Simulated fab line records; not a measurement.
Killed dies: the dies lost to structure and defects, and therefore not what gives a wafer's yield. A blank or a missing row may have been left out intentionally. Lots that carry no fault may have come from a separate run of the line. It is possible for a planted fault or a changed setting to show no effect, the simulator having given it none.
Matching of chambers + flow n5-finfet + N5_BEOL_M11_CURE_72 on uv-cure-01: 3 sister chambers
The step cures SiCOH lowk, time 120 s. 6 wafers are shown with their chamber, then 12 later ones without.

== WAFERS PAIRED WITH THEIR CHAMBERS ==
| wafer  | chamber | wafer_temp_C_max | lamp-power-pct (%) |
|--------|---------|------------------|--------------------|
| L086.4 | 0       | 371.2            | 52.35              |
| L086.5 | 0       | 371.3            | 52.34              |
| L084.4 | 1       | 371.7            | 52.35              |
| L084.6 | 1       | 371.7            | 52.28              |
| L090.4 | 2       | 371.4            | 52.19              |
| L090.5 | 2       | 372.1            | 52.34              |

== WAFERS WITHOUT THEIR CHAMBER ==
| wafer  | wafer_temp_C_max | lamp-power-pct (%) |
|--------|------------------|--------------------|
| L092.1 | 371.6            | 52.34              |
| L092.2 | 371.4            | 52.34              |
| L092.3 | 371.5            | 52.31              |
| L092.4 | 371.5            | 52.27              |
| L092.5 | 371.4            | 52.36              |
| L092.6 | 371.8            | 52.30              |
| L097.2 | 371.4            | 52.28              |
| L097.4 | 371.8            | 52.36              |
| L097.5 | 371.6            | 52.23              |
| L096.1 | 371.4            | 52.30              |
| L096.2 | 371.0            | 52.27              |
| L096.4 | 371.5            | 52.32              |

== WHICH CHAMBER EACH WENT THROUGH ==
| wafer  | from the rows above          | in truth |
|--------|------------------------------|----------|
| L092.1 | can't be placed: 1 or 0 or 2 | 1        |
| L092.2 | can't be placed: 0 or 1 or 2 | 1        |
| L092.3 | can't be placed: 1 or 0 or 2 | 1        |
| L092.4 | can't be placed: 2 or 1 or 0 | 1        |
| L092.5 | can't be placed: 0 or 1 or 2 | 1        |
| L092.6 | can't be placed: 1 or 2 or 0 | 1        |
| L097.2 | can't be placed: 0 or 1 or 2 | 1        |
| L097.4 | can't be placed: 1 or 2 or 0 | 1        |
| L097.5 | can't be placed: 2 or 1 or 0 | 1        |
| L096.1 | can't be placed: 0 or 1 or 2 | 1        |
| L096.2 | can't be placed: 0 or 1 or 2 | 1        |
| L096.4 | can't be placed: 1 or 0 or 2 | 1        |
Placed correctly: 0 of 12. From these rows, 12 cannot be placed; in 12 the true chamber is one of the candidates. Wrongly placed: 0.
How it was worked out, from the rows above alone: a wafer's distance from a chamber is the root of the sum, over the readings, of the square of ((its reading less the chamber's mean) divided by the reading's scatter). The wafer belongs to the nearest chamber; if the next one is less than 2 further off, it can't be placed. For every chamber, the mean is computed from those of its wafers that are shown. The scatter: take each reading less its chamber's mean, square it, sum over the shown wafers, divide by the number of wafers less the number of chambers, and take the root.
